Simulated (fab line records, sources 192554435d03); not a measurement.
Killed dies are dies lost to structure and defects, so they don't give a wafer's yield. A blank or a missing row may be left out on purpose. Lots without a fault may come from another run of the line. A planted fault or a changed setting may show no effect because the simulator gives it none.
Chamber matching | flow n5_finfet | N5_BEOL_M0_PRE_CLEAN_131 on cvd_co-02: 3 sister chambers
The step time 15 s. 6 wafers are shown with their chamber, then 12 later ones without.

WAFERS WITH THEIR CHAMBER
wafer  | chamber | heater_power_w (W) | rf_fwd_power_W (W)
L089.3 | 1       | 82                 | 298.1
L090.5 | 2       | 101                | 293.8
L090.6 | 1       | 87                 | 298.9
L092.3 | 0       | 88                 | 297.0
L092.4 | 0       | 83                 | 298.5
L092.5 | 2       | 100                | 294.5

WAFERS WITHOUT THEIR CHAMBER
wafer  | heater_power_w (W) | rf_fwd_power_W (W)
L091.2 | 101                | 293.6
L091.4 | 84                 | 297.4
L091.6 | 104                | 293.7
L093.1 | 99                 | 293.7
L093.2 | 84                 | 296.8
L093.6 | 84                 | 296.5
L096.1 | 101                | 295.0
L096.2 | 85                 | 297.1
L096.4 | 84                 | 296.6
L097.1 | 101                | 294.0
L097.2 | 84                 | 296.8
L097.4 | 83                 | 299.9

WHICH CHAMBER EACH WENT THROUGH
wafer  | from the rows above     | in truth
L091.2 | 2                       | 2
L091.4 | can't be placed: 0 or 1 | 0
L091.6 | 2                       | 2
L093.1 | 2                       | 2
L093.2 | can't be placed: 0 or 1 | 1
L093.6 | can't be placed: 0 or 1 | 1
L096.1 | 2                       | 2
L096.2 | can't be placed: 0 or 1 | 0
L096.4 | can't be placed: 0 or 1 | 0
L097.1 | 2                       | 2
L097.2 | can't be placed: 0 or 1 | 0
L097.4 | can't be placed: 1 or 0 | 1
Placed correctly: 5 of 12. Can't be placed from these rows: 7 (the true chamber is among the candidates in 7). Placed wrongly: 0.
How it was worked out, from the rows above alone: a wafer's distance from a chamber is the root of the sum, over the readings, of the square of ((its reading less the chamber's mean) divided by the reading's scatter). The wafer belongs to the nearest chamber; if the next one is less than 2 further off, it can't be placed. A chamber's mean is the mean of its shown wafers. The scatter: the root of (the sum of the squares of (reading less its chamber's mean) over the shown wafers, divided by (wafers less chambers)).
